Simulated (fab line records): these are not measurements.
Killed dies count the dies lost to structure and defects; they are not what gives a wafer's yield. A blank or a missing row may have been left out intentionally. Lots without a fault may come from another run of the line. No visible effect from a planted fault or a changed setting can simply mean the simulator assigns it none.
Matching of chambers | flow n5Finfet | N5_MOL_CONTACT_COAG_ETCH_90 on rieDiel-04 has 4 sister chambers
The step etches SiARC in CF4, target depth 13 nm, time 21.7 s. 14 wafers are shown with their chamber, then 7 later ones without.

== WAFERS WITH THEIR CHAMBER ==
wafer  | chamber | showerheadPlenumPTorr (Torr) | throttleValvePct (%) | oesProductAu (a.u.)
L079.2 | 1       | 2.07                         | 15.57                | 0.67
L079.3 | 2       | 2.18                         | 15.27                | 0.77
L079.6 | 2       | 2.18                         | 15.29                | 0.78
L082.4 | 1       | 2.06                         | 15.59                | 0.66
L082.5 | 1       | 2.06                         | 15.59                | 0.66
L082.6 | 0       | 2.12                         | 15.54                | 0.76
L083.3 | 3       | 2.19                         | 15.53                | 0.73
L083.4 | 0       | 2.12                         | 15.56                | 0.76
L083.6 | 0       | 2.12                         | 15.54                | 0.76
L084.1 | 1       | 2.06                         | 15.59                | 0.65
L084.4 | 0       | 2.12                         | 15.55                | 0.75
L084.6 | 3       | 2.19                         | 15.54                | 0.72
L088.1 | 1       | 2.06                         | 15.61                | 0.65
L088.3 | 2       | 2.17                         | 15.33                | 0.75

SIGNATURES, as means of the wafers listed above
reading               | chamber 0 | chamber 1 | chamber 2 | chamber 3 | scatter within a chamber
showerheadPlenumPTorr | 2.1200    | 2.0620    | 2.1767    | 2.1900    | 0.00383
throttleValvePct      | 15.5475   | 15.5900   | 15.2967   | 15.5350   | 0.0173
oesProductAu          | 0.7575    | 0.6580    | 0.7667    | 0.7250    | 0.00934
Rule: a wafer's distance from a chamber is the root of the sum, over the readings, of the square of ((its reading less the chamber's mean) divided by the reading's scatter). The wafer belongs to the nearest chamber; if the next one is less than 2 further off, it can't be placed. How the scatter is found: for the shown wafers, subtract from each reading the mean of its chamber, square and add these, divide the total by (wafers less chambers), then take the root.

== WAFERS WHOSE CHAMBER IS MISSING ==
wafer  | showerheadPlenumPTorr (Torr) | throttleValvePct (%) | oesProductAu (a.u.)
L088.6 | 2.17                         | 15.33                | 0.75
L090.2 | 2.18                         | 15.58                | 0.71
L090.4 | 2.11                         | 15.57                | 0.74
L090.6 | 2.06                         | 15.61                | 0.65
L093.2 | 2.11                         | 15.59                | 0.73
L093.4 | 2.17                         | 15.35                | 0.73
L093.5 | 2.06                         | 15.62                | 0.64

== EACH ONE'S CHAMBER ==
wafer  | from the rows above | in truth
L088.6 | 2                   | 2
L090.2 | 3                   | 3
L090.4 | 0                   | 0
L090.6 | 1                   | 1
L093.2 | 0                   | 0
L093.4 | 2                   | 2
L093.5 | 1                   | 1
7 of 7 placed correctly. Can't be placed from these rows: 0. 0 placed wrongly.
